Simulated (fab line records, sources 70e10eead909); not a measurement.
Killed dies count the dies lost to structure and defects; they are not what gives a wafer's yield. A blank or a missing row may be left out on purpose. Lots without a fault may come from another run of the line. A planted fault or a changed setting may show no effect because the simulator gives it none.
Struck lot and sound lot, side by side / flow nand_harc / 13 out of 1302 route steps
Sound: these wafers, L251.3, L251.4, L251.5. Wafers struck: L257.3, L257.5. The cause comes at the end.
Per side, at each step with rows, come the tool, then ch with its chambers, and then its first start. Under that, the readings that differ: sound wafers / struck wafers / difference of the means / sigmas: that difference in standard deviations of wafers without a fault.
alike: same words and numbers on both sides, and readings whose means sit less than 2 such deviations apart. not compared: any withheld reading, any reading some wafer has no value for, any bound like >300 that may hide the same value, and any number with overlapping values for which the record gives no deviation.
The two part at a step that has a row with sigmas, a row that says differs or no value, or rows on one side only. When numbers do not overlap yet have no deviation, they are printed without sigmas and do not part them. A reading missing from all wafers of one side parts the sides only when that side holds two or more wafers.

NHARC_P_M0_CMP_23: polishes, t overpolish 20 s, target thk 117.54 nm.
  sound on cmp-03 ch 0,1,3, day 10 15:26; struck on cmp-01 ch 1, day 13 12:03
  alike: motor_current_A, slurry_flow_ml_min, time_to_endpoint_s
NHARC_P_M0_THK_MEAS_24: measures by xrf.
  struck on film_metro-01, day 13 12:22; sound on film_metro-01, day 10 15:44
  alike: thk_nm
after that, 1 step had no rows for these wafers: NHARC_P_M0_SRD_25.
NHARC_P_M0_INSPECT_27:
  struck on defect_inspect-02, day 13 12:31; sound on defect_inspect-02, day 10 15:53
  alike: raw_defect_count
NHARC_P_M0_PRE_CLEAN_31: time 12 s.
  sound on pecvd-01 ch 0,1, day 10 15:58; struck on pecvd-04 ch 0,1, day 13 12:40
  alike: heater_power_w, rf_fwd_power_W
  not compared: since_wet_clean_h
NHARC_P_M0_DEP_32: deposits SiCN, target thk 30 nm.
  sound on pecvd-01 ch 0,1, day 10 16:07; struck on pecvd-04 ch 0,1, day 13 12:48
  alike: heater_power_w, rf_fwd_power_W
  not compared: since_wet_clean_h
then, 5 steps without rows for these wafers: NHARC_P_M1_DEP_00 (deposits SiOC, target thk 182.5 nm); NHARC_P_M1_DEHYDRATE_01 (time 120 s); NHARC_P_M1_HMDS_02 (time 30 s); NHARC_P_M1_COAT_34 (time 65 s); NHARC_P_M1_COAT_03 (resist thk 90 nm).
NHARC_P_M1_SOFTBAKE_04: time 55 s.
  sound on litho_track-01 ch 0, day 10 16:00; struck on litho_track-04 ch 0, day 13 13:00
reading=heater_power_total_W (W); sound=188.40 188.35 188.40; struck=182.43 182.20; difference=-6.07; sigmas=-47
after that, 1 step had no rows for these wafers: NHARC_P_M1_EBR_05.

== WHERE THEY PART ==
Within this record, at NHARC_P_M1_SOFTBAKE_04 only.

WHY: whatever the simulator had introduced
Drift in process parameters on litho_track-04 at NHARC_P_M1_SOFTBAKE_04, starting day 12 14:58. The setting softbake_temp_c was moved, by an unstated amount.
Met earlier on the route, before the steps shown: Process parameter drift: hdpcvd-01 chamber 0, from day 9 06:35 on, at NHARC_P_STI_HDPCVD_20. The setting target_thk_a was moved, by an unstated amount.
